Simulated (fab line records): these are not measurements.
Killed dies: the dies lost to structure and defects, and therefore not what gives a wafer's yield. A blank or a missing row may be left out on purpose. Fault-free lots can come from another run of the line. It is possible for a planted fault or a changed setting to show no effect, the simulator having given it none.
fab line records	flow nand-harc
record: lots: 13	wafers: 39	last-day: 33
route steps=1302 shown A_WL_FILL@982 A_CONTACT@997 END@1302
lots that met no fault: taken from a fault-free run of the same line
start-h: hours from the record's first day to the start of the lot's first wafer shown	wait-h: hours from the lot's prior step to this one	" the same as in the row above	L1.1+2: a row that stands for several wafers	- either no value or no given start	* or withheld: withheld	< > ~ a bound
route shown NAME@n: NAME is a module with steps in the file, n the number in the route of the first one	usual: the fault-free wafers' mean and standard deviation	same: alike in all rows	chamber/n: place in a boat	sites: readings site by site	_std_site: their standard deviation	_edge_site: the outer-site mean with the inner-site mean subtracted	radius-mm: for every site, how far away it sits from the centre of the wafer	mask NAME#n: copy n	behind: the last tool/chamber to shape the wafer	hold: what put the lot on hold/how long, in hours/how the hold closed	device: which transistor (n, p or np) failed to switch	end of line: at the end of the route, the tests of the same wafers	step lacking rows: just its recipe	killed: the dies lost at the first sort to structure and to defects; this is not the yield of the wafer	map: shows each die of a wafer: x if killed, . if not, _ if none is there
set.NAME: the run value of the setting; set.NAME@STEP: its run value at that earlier step	model.NAME: the simulator's own value behind a step, which no gauge read
one table for each step of the route and one row for each wafer, over a sample of lots
services: from which hour (start-h, from the record's first day; less than 0 if before it) a tool's chamber was out of use, for how many hours, and why
== steps ==
step: NHARC_A_WL_FILL_INSPECT_15
usual: raw-defect-count: 447/130
lot.wafer	tool	chamber	start-h	wait-h	raw-defect-count
L512.2	defect-inspect-02	-	484.40	0.0	348
L512.3	"	-	"	"	277
L512.5	"	-	"	"	318
L513.2	defect-inspect-01	-	484.54	0.0	553
L513.3	"	-	"	"	411
L513.5	"	-	"	"	635
L514.3	defect-inspect-02	-	497.24	0.0	409
L514.5	"	-	"	"	396
L514.6	"	-	"	"	395
L516.3	defect-inspect-02	-	532.96	0.0	492
L516.4	"	-	"	"	487
L516.5	"	-	"	"	449
L518.3	defect-inspect-02	-	544.64	0.0	463
L518.4	"	-	"	"	441
L518.6	"	-	"	"	434
L520.2	defect-inspect-02	-	565.11	0.0	446
L520.4	"	-	"	"	450
L520.5	"	-	"	"	611
L521.2	defect-inspect-02	-	573.69	0.0	902
L521.3	"	-	"	"	485
L521.4	"	-	"	"	373
L522.3	defect-inspect-01	-	573.86	0.1	639
L522.4	"	-	"	"	415
L522.6	"	-	"	"	478
L524.4	defect-inspect-02	-	602.41	0.0	513
L524.5	"	-	"	"	429
L524.6	"	-	"	"	817
L527.2	defect-inspect-02	-	620.98	0.0	344
L527.3	"	-	"	"	434
L527.4	"	-	"	"	466
L531.1	defect-inspect-01	-	663.26	0.0	398
L531.5	"	-	"	"	365
L531.6	"	-	"	"	513
L535.1	defect-inspect-01	-	698.57	0.0	523
L535.3	"	-	"	"	420
L535.5	"	-	"	"	399
L534.2	defect-inspect-01	-	698.71	0.0	495
L534.4	"	-	"	"	420
L534.5	"	-	"	"	697
step: NHARC_A_CONTACT_CD_MEAS_42
recipe: target-cd-nm: 300	landing-energy-ev: 500
usual: cd-nm: 299.9/0.55
lot.wafer	tool	chamber	start-h	wait-h	cd-nm
L512.2	cd-sem-02	0	490.05	-	300.2
L512.3	"	0	"	"	300.5
L512.5	"	0	"	"	299.7
L513.2	cd-sem-01	0	494.17	-	299.5
L513.3	"	0	"	"	299.3
L513.5	"	0	"	"	299.6
L514.3	cd-sem-03	0	503.08	-	300.5
L514.5	"	0	"	"	300.7
L514.6	"	0	"	"	300.7
L516.3	cd-sem-01	0	538.61	-	300.3
L516.4	"	0	"	"	299.7
L516.5	"	0	"	"	300.2
L518.3	cd-sem-01	0	550.23	-	300.4
L518.4	"	0	"	"	299.8
L518.6	"	0	"	"	299.2
L520.2	cd-sem-03	0	571.82	-	299.4
L520.4	"	0	"	"	299.9
L520.5	"	0	"	"	300.7
L521.2	cd-sem-02	0	579.15	-	299.3
L521.3	"	0	"	"	299.1
L521.4	"	0	"	"	299.2
L522.3	cd-sem-03	0	579.57	-	299.6
L522.4	"	0	"	"	299.5
L522.6	"	0	"	"	300.0
L524.4	cd-sem-01	0	608.04	-	299.2
L524.5	"	0	"	"	298.9
L524.6	"	0	"	"	299.0
L527.2	cd-sem-03	0	627.66	-	300.9
L527.3	"	0	"	"	301.0
L527.4	"	0	"	"	300.3
L531.1	cd-sem-03	0	669.14	-	300.4
L531.5	"	0	"	"	300.6
L531.6	"	0	"	"	300.2
L535.1	cd-sem-03	0	704.15	-	299.3
L535.3	"	0	"	"	299.4
L535.5	"	0	"	"	299.7
L534.2	cd-sem-03	0	705.57	-	300.3
L534.4	"	0	"	"	300.5
L534.5	"	0	"	"	300.1
step: NHARC_A_CONTACT_ETCH_51
recipe: target-depth-a: 70000	over-etch-frac: 0.3	time-s: 1820	ion-energy-ev: 150	o2-flow-sccm: 400	cos-flow-sccm: 20	ar-flow-sccm: 0	rf-w: 500	bias-w: 300	chemistry: O2/COS
usual: drypump-motor-current-A: 5.9/0.49	oes-product-au: 1.005/0.012	rf-vpp-V: 313.6/2.2	run-length-s: 1841.1/0.39	showerhead-plenum-p-Torr: 3.09/0.14	throttle-valve-pct: 28.332/0.0089
lot.wafer	tool	chamber	start-h	wait-h	drypump-motor-current-A	oes-product-au	rf-hours-counter-h	rf-vpp-V	run-length-s	showerhead-plenum-p-Torr	throttle-valve-pct
L512.3	rie-diel-10	0	490.84	-	6.3	1.021	17	314.8	1841.2	3.08	28.330
L512.2	"	3	"	"	6.2	1.001	16	314.0	1842.4	3.15	28.340
L512.5	"	1	"	"	6.1	0.992	-	312.7	1841.3	3.03	28.324
L513.3	rie-diel-13	3	494.96	-	5.1	1.015	23	312.4	1841.4	2.97	28.333
L513.2	"	2	"	"	5.9	1.003	23	311.8	1841.1	2.96	28.330
L513.5	"	0	"	"	6.5	0.993	-	315.9	1841.7	3.31	28.351
L514.3	rie-diel-10	1	504.01	-	6.1	0.999	24	313.6	1841.4	3.03	28.345
L514.5	"	0	"	"	6.3	1.007	-	313.0	1841.0	3.07	28.321
L514.6	"	1	"	"	6.1	1.002	-	311.6	1841.4	3.03	28.323
L516.4	rie-diel-13	2	539.40	-	5.8	0.994	2	311.1	1841.0	2.96	28.351
L516.3	"	3	"	"	5.2	0.996	2	311.7	1841.3	2.97	28.328
L516.5	"	2	"	"	5.9	1.002	-	311.3	1841.1	2.96	28.321
L518.3	rie-diel-10	3	551.02	-	6.1	1.022	38	314.2	1841.6	3.14	28.335
L518.4	"	2	"	"	5.5	1.023	39	317.3	1840.9	3.35	28.325
L518.6	"	3	"	"	6.2	1.012	-	313.9	1841.8	3.14	28.334
L520.4	rie-diel-10	3	573.03	-	6.2	1.013	45	314.5	1842.1	3.14	28.334
L520.2	"	2	"	"	5.5	1.024	47	316.4	1840.6	3.35	28.340
L520.5	"	0	"	"	6.3	1.010	-	313.3	1841.2	3.06	28.312
L521.4	rie-diel-10	1	579.94	-	6.1	0.996	53	312.9	1841.2	3.01	28.344
L521.2	"	2	"	"	5.5	1.019	49	318.8	1840.8	3.35	28.334
L521.3	"	3	"	"	6.2	1.007	47	313.6	1841.6	3.13	28.317
L522.4	rie-diel-13	2	580.50	-	5.9	0.997	9	312.3	1840.8	2.96	28.309
L522.3	"	3	"	"	5.1	1.004	10	312.4	1841.1	2.96	28.330
L522.6	"	2	"	"	5.9	0.991	-	311.2	1840.7	2.96	28.331
L524.4	rie-diel-13	2	609.09	-	5.9	0.994	17	310.2	1840.6	2.95	28.325
L524.5	"	0	"	"	6.6	1.013	-	316.0	1841.3	3.30	28.333
L524.6	"	1	"	"	5.1	1.008	-	311.8	1840.8	2.92	28.327
L527.2	rie-diel-11	0	628.47	-	5.3	1.017	1	317.1	1841.8	3.28	28.322
L527.4	"	2	"	"	5.6	1.012	2	310.8	1840.7	2.97	28.345
L527.3	"	3	"	"	6.3	1.007	1	315.2	1840.9	3.17	28.344
L531.1	rie-diel-11	2	670.07	-	5.6	1.007	16	311.3	1840.8	2.96	28.338
L531.5	"	1	"	"	6.4	1.007	-	314.7	1840.4	3.14	28.332
L531.6	"	2	"	"	5.6	1.026	-	311.3	1840.7	2.96	28.331
L535.3	rie-diel-11	0	704.95	-	5.3	1.018	31	316.3	1841.9	3.26	28.330
L535.1	"	3	"	"	6.3	1.019	31	315.3	1841.1	3.16	28.332
L535.5	"	1	"	"	6.4	1.014	-	313.8	1574.2	3.14	28.343
L534.2	rie-diel-11	0	706.40	-	5.3	1.017	32	315.8	1574.8	3.26	28.346
L534.4	"	1	"	"	6.4	1.002	31	315.4	1840.5	3.14	28.318
L534.5	"	1	"	"	6.4	1.012	-	313.9	1574.0	3.14	28.336
step: NHARC_A_CONTACT_ETCH_114
recipe: source-w: withheld	pressure-mtorr: 20	bias-v: 3000	time-s: 190	target-depth-a: 18500	ar-flow-sccm: withheld	c4f8-flow-sccm: withheld	o2-flow-sccm: withheld	chemistry: C4F8/O2/Ar
usual: run-length-s: 190/0
lot.wafer	tool	chamber	start-h	wait-h	rf-hours-counter-h	run-length-s
L512.2	har-cap-etch-02	0	492.61	0.1	77	190
L512.3	"	0	"	"	-	190
L512.5	"	0	"	"	-	190
L513.2	har-cap-etch-01	1	496.75	0.1	131	190
L513.3	"	1	"	"	-	190
L513.5	"	0	"	"	-	190
L514.3	har-cap-etch-03	0	505.72	0.1	-	190
L514.6	"	1	"	"	-	190
L514.5	"	0	"	"	-	190
L516.4	har-cap-etch-01	1	541.20	0.1	-	190
L516.3	"	0	"	"	-	190
L516.5	"	1	"	"	-	190
L518.3	har-cap-etch-03	0	552.96	0.1	-	190
L518.4	"	1	"	"	-	190
L518.6	"	0	"	"	-	190
L520.2	har-cap-etch-03	1	574.80	0.1	54	190
L520.4	"	0	"	"	-	190
L520.5	"	0	"	"	-	190
L521.2	har-cap-etch-01	1	581.72	0.1	9	190
L521.3	"	1	"	"	-	190
L521.4	"	0	"	"	-	190
L522.3	har-cap-etch-03	0	582.19	0.1	-	190
L522.4	"	1	"	"	-	190
L522.6	"	1	"	"	-	190
L524.4	har-cap-etch-02	1	610.65	0.1	-	190
L524.5	"	1	"	"	-	190
L524.6	"	0	"	"	-	190
L527.2	har-cap-etch-02	0	630.26	0.1	105	190
L527.4	"	0	"	"	-	190
L527.3	"	1	"	"	-	190
L531.1	har-cap-etch-03	1	671.72	0.1	73	190
L531.6	"	0	"	"	-	190
L531.5	"	1	"	"	-	190
L535.1	har-cap-etch-01	0	706.72	0.1	33	190
L535.3	"	1	"	"	-	190
L535.5	"	0	"	"	-	190
L534.2	har-cap-etch-03	0	708.18	0.1	81	190
L534.4	"	0	"	"	-	190
L534.5	"	0	"	"	-	190
step: NHARC_END_SORT_01
recipe: temp-c: 25
usual: killed-at-array: 53/20	killed-at-other: 1/1.2	killed-at-periphery: 3.7/2.6	killed-dies: 58/20	killed-open: 3.5/1.8	killed-short: 2.4/1.7
same: gross-dies: 677
lot.wafer	tool	chamber	start-h	wait-h	killed-at-array	killed-at-other	killed-at-periphery	killed-dies	killed-open	killed-short
L520.2	prober-02	0	646.45	2.8	76	1	3	80	3	6
L520.4	prober-02	0	648.02	3.4	73	0	1	74	3	4
L520.5	prober-02	0	648.81	3.6	82	0	4	86	7	3
L524.4	prober-01	0	678.59	3.4	77	0	5	82	2	5
L524.5	prober-01	0	679.38	3.7	62	4	7	73	1	5
L524.6	prober-01	0	680.17	4.0	91	0	5	96	6	3
killed by level:class
L520.2 A_CHANNEL_HOLE_D2:chamber-film-flake=36 A_CHANNEL_HOLE_D1:chamber-film-flake=29 A_STAIRCASE:chamber-film-flake=3 A_ONON_D2:geometric-particle:short=2 A_WL_FILL:geometric-particle:short=2 P_GATE:geometric-particle:open=1 P_CONTACT:geometric-particle:open=1 A_CHANNEL_HOLE_D2:geometric-particle:short=1
L520.4 A_CHANNEL_HOLE_D1:chamber-film-flake=28 A_CHANNEL_HOLE_D2:chamber-film-flake=25 A_STAIRCASE:chamber-film-flake=3 A_CONTACT:chamber-film-flake=3 A_ZERO_WELL:chamber-film-flake=2 A_CHANNEL_FILL_D1:chamber-film-flake=2 A_SLIT:chamber-film-flake=2 P_CONTACT:geometric-particle:short=1
L520.5 A_CHANNEL_HOLE_D1:chamber-film-flake=40 A_CHANNEL_HOLE_D2:chamber-film-flake=27 A_CONTACT:chamber-film-flake=3 P_CONTACT:geometric-particle:open=2 A_ONON_D2:geometric-particle:open=2 A_CONTACT:geometric-particle:open=2 P_ZERO_WELL:chamber-film-flake=2 A_STAIRCASE:chamber-film-flake=2
L524.4 A_CHANNEL_HOLE_D1:chamber-film-flake=32 A_SLIT:chamber-film-flake=18 A_STAIRCASE:chamber-film-flake=4 A_CONTACT:chamber-film-flake=4 A_CHANNEL_HOLE_D2:chamber-film-flake=3 A_WL_FILL:chamber-film-flake=3 A_CHANNEL_FILL_D2:geometric-particle:short=2 P_BONDPAD:chamber-film-flake=2
L524.5 A_CHANNEL_HOLE_D1:chamber-film-flake=28 A_SLIT:chamber-film-flake=11 A_CONTACT:chamber-film-flake=7 A_BLC:chamber-film-flake=4 THIN_TSV:chamber-film-flake=4 P_BONDPAD:chamber-film-flake=3 A_STAIRCASE:chamber-film-flake=3 A_M1:geometric-particle:short=2
L524.6 A_CHANNEL_HOLE_D1:chamber-film-flake=34 A_SLIT:chamber-film-flake=27 A_STAIRCASE:chamber-film-flake=6 A_CONTACT:chamber-film-flake=6 A_SGD_CUT:chamber-film-flake=4 A_BLC:chamber-film-flake=3 A_BLC:geometric-particle:open=2 P_M0:chamber-film-flake=2
== services ==
tool	chamber	start-h	hours	kind
rie-diel-10	0	483.53	-	clean
rie-diel-10	1	483.53	-	clean
rie-diel-10	2	483.53	-	clean
rie-diel-10	3	483.53	-	clean
har-cap-etch-01	-	498.78	17.0	pm
rie-diel-10	0	508.03	-	clean
rie-diel-10	1	508.03	-	clean
rie-diel-10	2	508.03	-	clean
rie-diel-10	3	508.03	-	clean
rie-diel-13	2	515.42	8.9	repair
rie-diel-13	-	519.50	9.0	pm
har-cap-etch-03	-	551.01	1.0	repair
rie-diel-13	0	581.21	2.0	repair
rie-diel-10	2	582.99	5.5	repair
rie-diel-10	-	602.53	9.0	pm
rie-diel-11	-	614.31	9.0	pm
rie-diel-10	2	621.33	14.7	repair
rie-diel-11	1	633.94	10.6	repair
rie-diel-13	2	656.08	23.4	repair
rie-diel-13	0	658.12	8.8	repair
rie-diel-13	-	661.48	13.2	repair
har-cap-etch-02	-	680.07	1.0	repair
rie-diel-13	-	681.11	1.4	repair
rie-diel-13	-	696.50	9.0	pm
== key ==
first-sign: step: NHARC_A_CONTACT_ETCH_51	reading: run-length-s	direction: down	sigmas: 99+	usual: *	struck: *
effect none on later readings
met-at NHARC_A_CONTACT_ETCH_51
struck-lots L534,L535
struck-wafers L534.2,L534.5,L535.5
tester-left-out L534,L535
not-acting-at NHARC_A_WL_FILL_INSPECT_15,NHARC_A_CONTACT_CD_MEAS_42,NHARC_A_CONTACT_ETCH_114
onset-between 670.07 704.95
fault: kind: process-parameter-drift	tool: rie-diel-11	chamber: -	onset-h: 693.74	steps: NHARC_A_CONTACT_ETCH_51	channel: time-s	offset: *	shape: step	end-h: 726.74	scope: struck-wafers-only	acts-in: *	stated: *
tester-left-out: of these lots the tester's yield and bins aren't shown, on N5 and GAA mostly nor the transistor test; their killed dies are dies lost to structure and defects alone, not to doping, threshold or leakage, so they don't give the yield
